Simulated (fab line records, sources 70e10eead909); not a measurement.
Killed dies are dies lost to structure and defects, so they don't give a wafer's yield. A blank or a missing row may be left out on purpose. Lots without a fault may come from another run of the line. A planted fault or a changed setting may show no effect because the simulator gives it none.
fab line records | flow nand_harc
record lots=12 wafers=36 last_day=34
route steps=1302 shown P_STI@87 P_GATE@124 END@1302
lots that met no fault: from a run of the same line without faults
start_h: hours from the record's first day to the start of the lot's first wafer shown | wait_h: hours since the lot's step before | " the same as in the row above | L1.1+2: a row that stands for several wafers | - no value, or no start given | * or withheld: withheld | < > ~ a bound
route shown NAME@n: a module of which the file shows steps, and the number in the route of the first | usual: mean/standard deviation of fault-free wafers | same: alike in all rows | chamber/n: place in a boat | sites: the reading at each site | _std_site: their standard deviation | _edge_site: outer sites' mean less inner sites' | radius_mm: how far each site lies from the wafer's centre | mask NAME#n: copy n | behind: the tool/chamber that last shaped the wafer | hold: why the lot was held/for how many hours/how that ended | device: the transistor (n, p or np) that didn't switch | end of line: the same wafers' tests at the end of the route | a step without rows: its recipe alone | killed: dies lost to structure and defects at the first sort, not the wafer's yield | map: a wafer's dies, x killed, . not, _ none there
set.NAME: the setting as run; set.NAME@STEP: as run at that earlier step | model.NAME: the simulator's own value behind a step, which no gauge read
steps of the route over a sample of lots; a table a step, a row a wafer
services: from which hour (start_h, from the record's first day; less than 0 if before it) a tool's chamber was out of use, for how many hours, and why
## steps
# step NHARC_P_STI_DESCUM_14
# recipe time_s=3 o2_flow_sccm=200 ar_flow_sccm=0 bias_power_w=0 chemistry=O2
# usual drypump_motor_current_A=5.6/0.49 oes_product_au=1.000/0.0096 rf_vpp_V=57.6/0.96 showerhead_plenum_p_Torr=1.90/0.1 throttle_valve_pct=11.312/0.009
# same bias_power_w=0
# columns lot.wafer tool chamber start_h wait_h drypump_motor_current_A oes_product_au rf_hours_counter_h rf_vpp_V showerhead_plenum_p_Torr throttle_valve_pct
L634.4 rie_diel-12 0 42.99 - 5.6 1.020 3.9 56.2 1.80 11.307
L634.6 " 2 " " 6.0 1.001 - 57.8 1.98 11.317
L634.5 " 3 " " 6.0 0.995 - 57.4 1.82 11.310
L635.1 rie_diel-09 0 53.08 - 5.7 1.009 5.6 59.0 2.01 11.307
L635.6 " 2 " " 6.3 0.994 - 57.5 2.01 11.315
L635.5 " 3 " " 5.0 0.997 - 58.5 1.79 11.311
L644.2 rie_diel-12 3 143.90 - 6.0 0.990 2.3 58.9 1.81 11.313
L644.5 " 0 " " 5.7 1.004 - 56.0 1.79 11.315
L644.6 " 1 " " 5.2 0.994 - 58.5 2.05 11.308
L646.2 rie_diel-12 2 162.49 - 6.0 1.010 3.8 59.4 1.97 11.321
L646.5 " 0 " " 5.6 0.996 - 57.3 1.79 11.331
L646.6 " 1 " " 5.2 0.978 - 58.9 2.05 11.309
L647.1 rie_diel-09 0 173.70 - 5.7 0.992 1.5 60.3 2.01 11.330
L647.5 " 0 " " 5.7 0.985 - 58.8 2.01 11.311
L647.6 " 1 " " 4.7 1.003 - 56.8 1.78 11.311
L650.2 rie_diel-09 3 204.59 - 5.0 0.990 2.7 57.5 1.79 11.304
L650.1 " 0 " " 5.7 0.981 3.1 58.1 2.01 11.299
L650.6 " 3 " " 5.0 0.996 - 56.2 1.79 11.331
L651.1 rie_diel-12 1 212.47 - 5.3 0.995 5.3 57.6 2.05 11.314
L651.3 " 0 " " 5.7 1.006 4.1 56.9 1.79 11.309
L651.5 " 1 " " 5.2 0.995 - 58.7 2.05 11.307
L652.3 rie_diel-12 1 223.24 - 5.3 0.995 5.5 57.5 2.05 11.294
L652.2 " 2 " " 6.0 1.012 5.8 57.0 1.97 11.302
L652.4 " 3 " " 6.0 0.995 5.1 56.8 1.81 11.301
L653.2 rie_diel-09 1 233.94 - 4.7 0.999 5.1 58.4 1.78 11.301
L653.5 " 2 " " 6.3 0.991 - 57.9 2.01 11.325
L653.6 " 3 " " 5.0 0.995 - 56.8 1.79 11.321
L654.4 rie_diel-13 2 244.23 - 5.2 0.999 6.9 57.3 1.93 11.299
L654.2 " 0 " " 5.8 1.007 3.8 57.2 1.80 11.326
L654.5 " 3 " " 5.4 0.993 - 58.3 1.97 11.316
L655.3 rie_diel-12 2 252.90 - 6.0 1.004 7.0 57.4 1.97 11.313
L655.1 " 3 " " 6.1 1.004 6.8 57.1 1.81 11.320
L655.6 " 3 " " 6.1 0.999 - 56.9 1.81 11.303
L657.2 rie_diel-13 2 273.34 - 5.3 0.984 8.9 57.7 1.93 11.326
L657.1 " 0 " " 5.8 0.992 5.6 56.9 1.80 11.303
L657.3 " 1 " " 6.5 1.014 8.0 58.7 1.81 11.308
# step NHARC_P_GATE_DESCUM_13
# recipe time_s=3 o2_flow_sccm=200 ar_flow_sccm=0 bias_power_w=0 chemistry=O2
# usual drypump_motor_current_A=5.7/0.48 oes_product_au=1.001/0.0081 rf_vpp_V=57.7/0.91 showerhead_plenum_p_Torr=1.89/0.084 throttle_valve_pct=11.311/0.01
# same bias_power_w=0
# columns lot.wafer tool chamber start_h wait_h drypump_motor_current_A oes_product_au rf_hours_counter_h rf_vpp_V showerhead_plenum_p_Torr throttle_valve_pct
L634.4 rie_diel-06 3 76.73 - 5.8 0.994 7 58.5 1.97 11.335
L634.5 " 2 " " 5.8 1.006 - 56.4 1.80 11.311
L634.6 " 3 " " 5.7 1.003 - 59.4 1.97 11.316
L635.1 rie_diel-07 0 93.97 - 6.5 1.008 10 57.9 2.00 11.303
L635.6 " 0 " " 6.5 1.001 - 58.5 2.00 11.298
L635.5 " 1 " " 5.3 1.014 - 57.3 1.80 11.286
L644.2 rie_diel-06 1 182.48 - 5.0 1.012 1 58.6 1.94 11.313
L644.6 " 1 " " 5.0 1.002 - 57.8 1.94 11.313
L644.5 " 2 " " 5.8 1.007 - 57.6 1.80 11.306
L646.2 rie_diel-11 1 203.90 - 5.6 0.977 6 56.4 1.92 11.315
L646.5 " 1 " " 5.6 0.987 - 57.7 1.91 11.315
L646.6 " 2 " " 6.3 1.004 - 57.6 1.85 11.295
L647.1 rie_diel-06 2 211.26 - 5.8 1.000 3 57.0 1.80 11.316
L647.6 " 1 " " 5.0 1.016 - 58.9 1.94 11.308
L647.5 " 2 " " 5.7 0.992 - 56.2 1.80 11.298
L650.1 rie_diel-11 3 239.93 - 4.9 0.996 10 58.4 1.82 11.312
L650.2 " 2 " " 6.3 1.001 8 57.7 1.85 11.316
L650.6 " 3 " " 4.9 0.997 - 57.4 1.82 11.308
L651.3 rie_diel-07 2 247.78 - 5.4 0.994 7 58.6 2.05 11.310
L651.1 " 3 " " 6.2 0.993 8 57.1 1.82 11.297
L651.5 " 2 " " 5.4 0.986 - 59.0 2.05 11.317
L652.4 rie_diel-07 0 259.87 - 6.5 1.007 8 58.7 1.99 11.325
L652.3 " 1 " " 5.3 1.000 9 57.5 1.80 11.327
L652.2 " 2 " " 5.5 1.007 8 58.9 2.05 11.310
L653.2 rie_diel-07 2 272.28 - 5.5 0.991 8 57.2 2.05 11.325
L653.6 " 2 " " 5.5 0.996 - 58.8 2.05 11.315
L653.5 " 3 " " 6.2 0.998 - 56.2 1.82 11.307
L654.2 rie_diel-06 0 279.78 - 6.1 1.018 8 57.3 1.89 11.310
L654.5 " 2 " " 5.8 1.013 - 57.2 1.80 11.309
L654.4 " 0 " " 6.1 1.007 - 57.1 1.89 11.307
L655.1 rie_diel-11 1 287.57 - 5.6 0.997 0 58.4 1.91 11.318
L655.3 " 2 " " 6.3 1.007 2 59.2 1.85 11.313
L655.6 " 0 " " 5.9 1.005 - 57.5 1.81 11.301
L657.2 rie_diel-11 1 307.52 - 5.6 0.988 1 58.1 1.91 11.307
L657.1 " 2 " " 6.3 1.003 3 57.5 1.85 11.332
L657.3 " 0 " " 5.9 1.001 3 57.4 1.81 11.318
# step NHARC_P_GATE_DEP_103
# recipe target_thk_a=300 target_thk_nm=30 temp_c=400 flow_sccm=200 rf_w=350 material=SiON
# usual heater_power_w=752/63 rf_fwd_power_W=348.2/1.1
# columns lot.wafer tool chamber start_h wait_h heater_power_w rf_fwd_power_W
L634.5 pecvd-03 1 90.08 0.2 704 347.0
L634.4 " 2 " " 794 349.1
L634.6 " 0 " " 809 349.8
L635.1 pecvd-03 1 107.80 0.6 714 347.5
L635.5 " 0 " " 829 347.6
L635.6 " 1 " " 711 348.3
L644.2 pecvd-01 2 202.07 0.5 726 348.0
L644.6 " 1 " " 690 292.6
L644.5 " 2 " " 728 348.3
L646.2 pecvd-01 0 218.04 0.5 797 347.9
L646.6 " 2 " " 783 349.4
L646.5 " 1 " " 758 293.2
L647.1 pecvd-03 0 227.64 0.6 744 350.6
L647.5 " 1 " " 741 346.2
L647.6 " 2 " " 803 349.5
L650.1 pecvd-03 2 258.27 0.8 705 348.7
L650.2 " 0 " " 796 347.4
L650.6 " 1 " " 648 347.7
L651.3 pecvd-03 0 264.66 0.3 689 349.2
L651.1 " 2 " " 750 348.0
L651.5 " 2 " " 759 347.0
L652.2 pecvd-01 2 278.78 0.4 760 348.4
L652.3 " 0 " " 876 345.9
L652.4 " 0 " " 865 346.5
L653.2 pecvd-03 0 290.10 0.5 796 349.7
L653.6 " 1 " " 650 346.3
L653.5 " 0 " " 792 348.5
L654.2 pecvd-01 1 296.38 0.5 708 349.3
L654.5 " 0 " " 814 348.1
L654.4 " 1 " " 700 347.8
L655.1 pecvd-02 1 300.93 0.6 714 348.7
L655.3 " 0 " " 773 348.4
L655.6 " 0 " " 784 350.1
L657.1 pecvd-02 0 320.96 0.7 677 347.3
L657.3 " 1 " " 708 349.1
L657.2 " 2 " " 751 347.4
# step NHARC_P_GATE_STRIP_108
# recipe o2_flow_sccm=500 ar_flow_sccm=0 bias_w=0 chemistry=O2
# usual drypump_motor_current_A=5.7/0.47 oes_product_au=1.002/0.0099 rf_vpp_V=57.6/0.88 showerhead_plenum_p_Torr=3.46/0.12 throttle_valve_pct=17.037/0.0094
# columns lot.wafer tool chamber start_h wait_h drypump_motor_current_A oes_product_au rf_hours_counter_h rf_vpp_V showerhead_plenum_p_Torr throttle_valve_pct
L634.4 rie_diel-11 2 91.54 - 6.3 1.015 - 57.9 3.42 17.038
L634.6 " 3 " " 4.9 1.002 - 57.6 3.37 17.041
L634.5 " 1 " " 5.7 0.981 - 57.4 3.53 17.048
L635.1 rie_diel-11 0 109.25 - 6.0 1.001 0 57.2 3.36 17.036
L635.5 " 0 " " 6.0 1.006 - 56.5 3.36 17.039
L635.6 " 1 " " 5.6 1.000 - 58.6 3.53 17.019
L644.2 rie_diel-07 2 203.52 - 5.5 0.996 5 58.5 3.77 17.043
L644.6 " 2 " " 5.5 0.998 - 58.3 3.77 17.052
L644.5 " 3 " " 6.2 0.999 - 57.4 3.37 17.039
L646.2 rie_diel-06 1 219.51 - 5.0 1.014 4 58.6 3.58 17.035
L646.6 " 0 " " 6.1 1.008 - 57.1 3.49 17.037
L646.5 " 1 " " 5.0 1.001 - 57.9 3.58 17.032
L647.1 rie_diel-06 2 229.12 - 5.8 1.007 6 57.4 3.33 17.042
L647.6 " 3 " " 5.8 1.000 - 58.2 3.62 17.020
L647.5 " 0 " " 6.1 1.017 - 58.1 3.49 17.036
L650.1 rie_diel-06 0 259.80 - 6.1 1.008 6 57.5 3.49 17.033
L650.2 " 1 " " 5.0 1.005 5 57.3 3.58 17.043
L650.6 " 3 " " 5.8 0.998 - 59.3 3.62 17.054
L651.3 rie_diel-06 2 266.16 - 5.8 0.998 7 57.6 3.32 17.045
L651.1 " 0 " " 6.1 1.007 6 57.8 3.49 17.041
L651.5 " 2 " " 5.8 1.010 - 57.8 3.33 17.024
L652.3 rie_diel-06 2 280.29 - 5.8 1.003 7 56.3 3.32 17.036
L652.2 " 0 " " 6.1 1.009 8 57.1 3.49 17.041
L652.4 " 0 " " 6.1 1.008 - 58.1 3.49 17.044
L653.2 rie_diel-07 3 291.57 - 6.2 1.000 9 58.6 3.37 17.038
L653.5 " 0 " " 6.5 1.012 - 58.5 3.66 17.048
L653.6 " 1 " " 5.3 1.007 - 58.3 3.33 17.036
L654.2 rie_diel-06 1 297.76 - 5.0 1.014 9 57.1 3.58 17.032
L654.5 " 2 " " 5.8 1.022 - 56.7 3.32 17.039
L654.4 " 1 " " 5.0 1.010 - 59.1 3.58 17.049
L655.3 rie_diel-11 1 302.59 - 5.6 0.997 1 57.1 3.53 17.032
L655.1 " 3 " " 4.9 1.003 3 55.6 3.36 17.022
L655.6 " 3 " " 4.9 0.994 - 56.3 3.36 17.040
L657.2 rie_diel-11 1 322.44 - 5.6 0.994 1 57.4 3.53 17.037
L657.1 " 2 " " 6.3 1.011 3 57.1 3.41 17.029
L657.3 " 0 " " 6.0 0.991 3 57.7 3.35 17.043
# step NHARC_END_SORT_01
# recipe temp_c=25
# usual killed_at_array=52/18 killed_at_other=0.6/0.83 killed_at_periphery=4.3/2.8 killed_dies=57/19 killed_open=3.4/2 killed_short=2.5/1.7
# same gross_dies=677
# columns lot.wafer tool chamber start_h wait_h killed_at_array killed_at_other killed_at_periphery killed_dies killed_open killed_short
L635.1 prober-01 0 572.47 2.5 61 3 5 69 1 1
L635.5 prober-01 0 575.70 3.7 72 0 11 83 6 4
L635.6 prober-01 0 576.51 4.0 63 2 3 68 2 2
L644.2 prober-01 0 659.23 2.8 23 4 3 30 8 3
L644.5 prober-01 0 661.62 3.7 16 0 1 17 1 5
L644.6 prober-01 0 662.42 4.0 25 1 2 28 4 6
L646.2 prober-01 0 689.02 2.8 37 1 5 43 4 3
L646.5 prober-01 0 691.41 3.7 31 0 4 35 4 2
L646.6 prober-01 0 692.21 4.0 25 1 8 34 3 2
L651.1 prober-01 0 714.23 2.5 32 0 9 41 7 3
L651.3 prober-01 0 715.85 3.1 31 4 5 40 1 1
L651.5 prober-01 0 717.48 3.7 32 1 9 42 3 2
L652.2 prober-01 0 732.12 2.8 63 0 9 72 8 2
L652.3 prober-01 0 732.93 3.1 72 1 9 82 4 0
L652.4 prober-01 0 733.75 3.5 70 0 5 75 4 0
# killed by level:class
L635.1 A_CHANNEL_HOLE_D2:chamber_film_flake=38 A_SLIT:chamber_film_flake=11 A_CHANNEL_HOLE_D1:chamber_film_flake=3 A_CONTACT:chamber_film_flake=3 THIN_TSV:chamber_film_flake=3 P_GATE:chamber_film_flake=2 P_M2:chamber_film_flake=2 A_WL_FILL:chamber_film_flake=2
L635.5 A_CHANNEL_HOLE_D2:chamber_film_flake=38 A_SLIT:chamber_film_flake=15 P_GATE:chamber_film_flake=5 A_SGD_CUT:geometric_particle:short=3 A_CONTACT:chamber_film_flake=3 A_BLC:chamber_film_flake=3 P_STI:chamber_film_flake=2 P_M2:chamber_film_flake=2
L635.6 A_CHANNEL_HOLE_D2:chamber_film_flake=34 A_SLIT:chamber_film_flake=13 A_CONTACT:chamber_film_flake=7 A_STAIRCASE:chamber_film_flake=3 P_ZERO_WELL:chamber_film_flake=2 A_CHANNEL_HOLE_D1:chamber_film_flake=2 THIN_TSV:chamber_film_flake=2 P_M0:geometric_particle:short=1
L644.2 A_CHANNEL_HOLE_D1:chamber_film_flake=4 A_CHANNEL_HOLE_D2:chamber_film_flake=4 THIN_TSV:chamber_film_flake=4 A_CONTACT:chamber_film_flake=3 A_ONON_D1:geometric_particle:open=2 P_CONTACT:geometric_particle:short=1 A_CHANNEL_HOLE_D1:geometric_particle:open=1 A_CHANNEL_FILL_D1:geometric_particle:open=1
L644.5 A_CHANNEL_HOLE_D1:chamber_film_flake=5 A_CHANNEL_FILL_D2:geometric_particle:short=2 A_STAIRCASE:chamber_film_flake=2 A_CONTACT:chamber_film_flake=2 A_CHANNEL_FILL_D1:geometric_particle:short=1 A_ONON_D2:geometric_particle:open=1 A_CHANNEL_HOLE_D2:geometric_particle:short=1 P_CONTACT:unspecified:short=1
L644.6 A_CHANNEL_HOLE_D1:chamber_film_flake=5 A_CONTACT:chamber_film_flake=5 A_SLIT:chamber_film_flake=3 A_ONON_D2:geometric_particle:short=2 A_CHANNEL_FILL_D1:chamber_film_flake=2 P_M2:geometric_particle:open=1 A_ONON_D1:geometric_particle:short=1 A_CHANNEL_HOLE_D1:geometric_particle:open=1
L646.2 A_SLIT:chamber_film_flake=18 A_CHANNEL_HOLE_D1:chamber_film_flake=5 A_ONON_D1:geometric_particle:short=3 P_STI:chamber_film_flake=2 P_CONTACT:chamber_film_flake=2 A_CONTACT:chamber_film_flake=2 A_ONON_D1:geometric_particle:open=1 A_DECK1_JOINT:geometric_particle:open=1
L646.5 A_SLIT:chamber_film_flake=17 P_CONTACT:chamber_film_flake=3 A_BLC:geometric_particle:open=2 A_CHANNEL_HOLE_D1:chamber_film_flake=2 A_ONON_D1:geometric_particle:short=1 A_WL_FILL:geometric_particle:short=1 A_WL_FILL:geometric_particle:open=1 A_M0:geometric_particle:open=1
L646.6 A_SLIT:chamber_film_flake=12 P_CONTACT:chamber_film_flake=6 A_DECK1_JOINT:chamber_film_flake=2 A_STAIRCASE:chamber_film_flake=2 A_WL_FILL:chamber_film_flake=2 P_GATE:geometric_particle:open=1 A_CHANNEL_FILL_D1:geometric_particle:short=1 A_CHANNEL_FILL_D1:geometric_particle:open=1
L651.1 A_CHANNEL_HOLE_D1:chamber_film_flake=10 P_GATE:chamber_film_flake=6 A_SLIT:chamber_film_flake=5 A_CHANNEL_FILL_D2:chamber_film_flake=3 A_DECK1_JOINT:geometric_particle:open=2 A_ONON_D2:geometric_particle:open=2 A_M0:geometric_particle:open=2 P_ZERO_WELL:chamber_film_flake=2
L651.3 A_CHANNEL_HOLE_D1:chamber_film_flake=12 A_SLIT:chamber_film_flake=6 A_CONTACT:chamber_film_flake=6 P_GATE:chamber_film_flake=5 A_STAIRCASE:chamber_film_flake=4 THIN_TSV:chamber_film_flake=3 A_CHANNEL_HOLE_D1:geometric_particle:open=1 STARTING-WAFER:geometric_particle:short=1
L651.5 A_CHANNEL_HOLE_D1:chamber_film_flake=11 P_GATE:chamber_film_flake=8 A_CONTACT:chamber_film_flake=6 A_STAIRCASE:chamber_film_flake=5 A_SLIT:chamber_film_flake=4 A_ONON_D1:geometric_particle:open=1 A_ONON_D2:geometric_particle:short=1 A_CHANNEL_HOLE_D2:geometric_particle:short=1
L652.2 A_CHANNEL_HOLE_D1:chamber_film_flake=27 A_SLIT:chamber_film_flake=17 A_CONTACT:chamber_film_flake=6 A_STAIRCASE:chamber_film_flake=5 P_ZERO_WELL:chamber_film_flake=3 P_CONTACT:chamber_film_flake=2 P_CONTACT:geometric_particle:open=1 P_M0:geometric_particle:open=1
L652.3 A_CHANNEL_HOLE_D1:chamber_film_flake=35 A_SLIT:chamber_film_flake=18 A_STAIRCASE:chamber_film_flake=11 P_CONTACT:chamber_film_flake=6 A_WL_FILL:chamber_film_flake=3 P_GATE:geometric_particle:open=2 A_CONTACT:chamber_film_flake=2 A_ONON_D1:geometric_particle:open=1
L652.4 A_CHANNEL_HOLE_D1:chamber_film_flake=31 A_SLIT:chamber_film_flake=22 A_STAIRCASE:chamber_film_flake=10 A_CONTACT:chamber_film_flake=5 P_M0:geometric_particle:open=2 P_CONTACT:geometric_particle:open=1 A_ONON_D2:geometric_particle:open=1 P_ZERO_WELL:chamber_film_flake=1
## services
# columns tool chamber start_h hours kind
rie_diel-07 1 21.42 15.9 repair
pecvd-03 2 29.49 3.2 repair
rie_diel-07 2 30.37 18.3 repair
rie_diel-06 1 39.04 3.1 repair
rie_diel-12 3 43.34 11.5 repair
pecvd-03 - 58.73 0.3 repair
rie_diel-11 - 78.50 9.0 pm
rie_diel-11 0 88.62 6.9 repair
rie_diel-12 - 91.40 9.0 pm
rie_diel-12 0 102.85 5.5 repair
rie_diel-07 - 117.20 9.0 pm
rie_diel-06 2 126.81 11.8 repair
rie_diel-06 - 130.92 9.0 pm
rie_diel-12 3 131.25 1.4 repair
rie_diel-12 0 149.07 2.9 repair
rie_diel-06 3 182.03 4.5 repair
rie_diel-11 1 234.94 5.4 repair
rie_diel-11 - 255.50 9.0 pm
rie_diel-06 3 271.23 15.6 repair
rie_diel-06 2 272.44 3.1 repair
rie_diel-11 1 275.85 8.7 repair
rie_diel-06 0 280.91 45.9 repair
rie_diel-11 2 302.48 3.4 repair
rie_diel-06 - 307.92 9.0 pm
## key
first_sign step=NHARC_P_GATE_DEP_103 reading=rf_fwd_power_W direction=down sigmas=49 usual=* struck=*
effect none on later readings
met_at NHARC_P_GATE_DEP_103
struck_lots L644,L646
struck_wafers L644.6,L646.5
tester_left_out L644,L646
not_acting_at NHARC_P_STI_DESCUM_14,NHARC_P_GATE_DESCUM_13,NHARC_P_GATE_STRIP_108
fault kind=process_parameter_drift tool=pecvd-01 chamber=1 onset_h=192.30 steps=NHARC_P_GATE_DEP_103 channel=rf_w offset=* shape=step end_h=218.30 acts_in=* stated=*
# tester_left_out: of these lots the tester's yield and bins aren't shown, on N5 and GAA mostly nor the transistor test; their killed dies are dies lost to structure and defects alone, not to doping, threshold or leakage, so they don't give the yield
